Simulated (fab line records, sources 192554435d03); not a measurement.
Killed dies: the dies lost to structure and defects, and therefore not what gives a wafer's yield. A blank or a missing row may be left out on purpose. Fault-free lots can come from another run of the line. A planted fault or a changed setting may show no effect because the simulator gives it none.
The same fault as seen by 2 desks :: flow n5Finfet :: each desk has only its own numbers; what lay behind them comes last

AT THE TOOL OWNER'S DESK: aldMetal-04
The tool's own readings at N5_HKMG_FIN_ALD_91 (deposits TiN, target thk 1 nm, pulse time 1 s, purge time 3 s): means of the sampled wafers that have a number, for each lot that ran on this tool. The brackets show how far a lot's mean lies from the usual mean; more than 4 standard deviations puts the lot out of limits, marked OUT.
Columns: A = heaterPowerW at N5_HKMG_FIN_ALD_91, usual 858 W; B = precursorPulseHeightRel at N5_HKMG_FIN_ALD_91, usual 1.001; C = susceptorTempC at N5_HKMG_FIN_ALD_91, usual 399.99 C
lot: L126
first seen here: day 8 09:49
A: 903
B: 1.015
C: 400.05

lot: L128
first seen here: day 8 22:08
A: 892
B: 0.990
C: 400.07

lot: L129
first seen here: day 9 04:42
A: 904
B: 0.996
C: 400.21

lot: L130
first seen here: day 9 10:55
A: 861
B: 1.011
C: 399.87
This desk's verdict: no lot among the 4 shows anything out of limits.

THE METROLOGY DESK
Lot by lot, what the gauges showed, no matter which tool ran the lot: averages of those sampled wafers that carry a number. The brackets show how far a lot's mean lies from the usual mean; more than 4 standard deviations puts the lot out of limits, marked OUT. Readings shown: 7 of its 10, picked as those furthest out on some lot.
Columns: A = DIBL_N at N5_BEOL_M4_RC_MEAS_101, usual 36.5 mV/V; B = DIBL_P at N5_BEOL_M4_RC_MEAS_101, usual 36.5 mV/V; C = IOFF_N at N5_BEOL_M4_RC_MEAS_101, usual 0.16 nA/um; D = IOFF_P at N5_BEOL_M4_RC_MEAS_101, usual 0.21 nA/um; E = SS_N at N5_BEOL_M4_RC_MEAS_101, usual 71.6 mV/dec; F = SS_P at N5_BEOL_M4_RC_MEAS_101, usual 73.4 mV/dec; G = VT_P at N5_BEOL_M4_RC_MEAS_101, usual -250.5 mV
lot: L112
first seen here: day 8 21:33
A: 35.7
B: 35.9
C: 0.16
D: 0.20
E: 71.5
F: 73.6
G: -252.0

lot: L114
first seen here: day 9 02:56
A: 33.4
B: 33.6
C: 0.12
D: 0.17
E: 70.3
F: 72.6
G: -252.8

lot: L113
first seen here: day 9 07:25
A: 38.9
B: 38.5
C: 0.21
D: 0.26
E: 71.9
F: 74.1
G: -248.9

lot: L117
first seen here: day 10 11:02
A: 35.7
B: 34.5
C: 0.14
D: 0.17
E: 70.7
F: 73.2
G: -253.7

lot: L122
first seen here: day 11 19:24
A: 37.0
B: 37.1
C: 0.18
D: 0.22
E: 72.6
F: 73.3
G: -249.4

lot: L126
first seen here: day 12 16:20
A: 36.5
B: 34.8
C: 0.15
D: 0.19
E: 71.7
F: 73.4
G: -252.2

lot: L128
first seen here: day 13 08:45
A: 35.5
B: 36.7
C: 0.17
D: 0.21
E: 71.5
F: 73.1
G: -251.4

lot: L130
first seen here: day 13 09:34
A: 36.8
B: 37.7
C: 0.18
D: 0.23
E: 71.3
F: 73.7
G: -247.8

lot: L129
first seen here: day 13 10:04
A: 37.7
B: 38.2
C: 0.16
D: 0.22
E: 71.7
F: 73.5
G: -252.7
This desk's verdict: no lot among the 9 shows anything out of limits.

ALL TOGETHER
The desk of the tool owner found nothing out of limits.
From the metrology desk's view, nothing was out of limits.

WHAT THE SIMULATOR PUT IN
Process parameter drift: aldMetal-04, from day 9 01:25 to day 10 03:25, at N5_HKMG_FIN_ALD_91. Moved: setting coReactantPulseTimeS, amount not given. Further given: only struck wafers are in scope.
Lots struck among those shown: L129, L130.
